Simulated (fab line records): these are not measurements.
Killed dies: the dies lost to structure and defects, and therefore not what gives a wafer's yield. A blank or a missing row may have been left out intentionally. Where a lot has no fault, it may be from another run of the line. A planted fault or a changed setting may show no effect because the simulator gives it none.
Split-lot experiment    flow n5-finfet    on a route of 1938 steps: 7 lots, 21 wafers read

== THE SPLIT ITSELF ==
At N5_BEOL_M12_ETCH_59 (etches BARC in N2/H2, target depth 89 nm, overetch 26.7 nm, time 67.9 s), the setting bias-w was moved away from the recipe's 150 W on 7 of the 21 wafers read, by -15.1% to +11.0%. The other wafers ran this setting at the recipe's value.

Reading taken at the split's own step.

== THE READING ==
rf-vpp-V, in V, at N5_BEOL_M12_ETCH_59 (etches BARC in N2/H2, target depth 89 nm, overetch 26.7 nm, time 67.9 s). Fault-free wafers of this fab line usually give 524.0 V, standard deviation 2.1 V.

wafer   tool, chamber at the split  bias-w as run, W  against the recipe  rf-vpp-V, V  against lot-mates on the recipe
L077.2  rie-diel-04, 1              131.1             -12.6%              479.4        -46.2
L077.3  rie-diel-04, 0              150               recipe              522.5        -
L077.6  rie-diel-04, 2              150               recipe              528.7        -
L075.2  rie-diel-01, 0              150               recipe              526.6        -
L075.4  rie-diel-01, 3              150               recipe              525.8        -
L075.6  rie-diel-01, 1              150               recipe              522.3        -
L085.3  rie-diel-06, 2              166.5             +11.0%              558.8        +35.0
L085.4  rie-diel-06, 2              150               recipe              521.4        -
L085.6  rie-diel-06, 3              150               recipe              526.3        -
L087.2  rie-diel-06, 2              150               recipe              521.4        -
L087.3  rie-diel-06, 0              150               recipe              526.6        -
L087.6  rie-diel-06, 0              150               recipe              526.8        -
L090.2  rie-diel-04, 2              136.8             -8.8%               497.3        -25.1
L090.5  rie-diel-04, 2              136.8             -8.8%               497.8        -24.6
L090.6  rie-diel-04, 0              150               recipe              522.4        -
L094.2  rie-diel-06, 3              127.3             -15.1%              473.7        -49.5
L094.3  rie-diel-06, 1              150               recipe              524.3        -
L094.6  rie-diel-06, 2              150               recipe              522.1        -
L096.1  rie-diel-04, 3              164.8             +9.9%               559.6        +31.0
L096.2  rie-diel-04, 2              150               recipe              528.6        -
L096.4  rie-diel-04, 0              164.8             +9.9%               555.7        +27.1

THE FIT
A straight line over all 21 wafers: rf-vpp-V changes by +3.31 V for each +1% of bias-w; r = +0.99; the points scatter about the line by 2.6 V.
The same after taking each lot's own level away (the mean of its wafers on the recipe; 21 wafers): +3.17 V for each +1%; r = +0.99; scatter 2.7 V.
That fit puts the effect of the largest move of bias-w on the reading at 48 V.
The lots' own levels span 522.40 to 528.60 V, that is 3.0 times the standard deviation above.
Hence the lot-to-lot level has little effect on the slope; both slopes agree.
Check: for one of the wafers moved furthest among these (-15.1%), held out of the fit, the line's prediction against its lot-mates is -47.8 V. Against them it came out at -49.5 V.
Tool readings at the split's step, against how far the setting was moved: rf-vpp-V r = +0.99.

== OTHER SPLITS APPLIED TO THESE WAFERS ==
Before the reading, these wafers also passed through other splits. Each is held against what the fit with the lots' levels taken away leaves over:
other split on the same wafers  wafers away from the commonest value  r with rf-vpp-V (lot level and that fit taken away)
N5_BEOL_M11_PECVD_70 time-s     5                                     +0.02
N5_BEOL_M11_EXPOSE_08 dose-mj   7                                     -0.03
N5_BEOL_M11_ETCH_62 time-s      4                                     +0.25
N5_BEOL_M12_EXPOSE_07 dose-mj   4                                     +0.10

== THE FILE'S OWN FIT ==
rf-vpp-V changes by +3.25 V for each +1% of bias-w, r = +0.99.
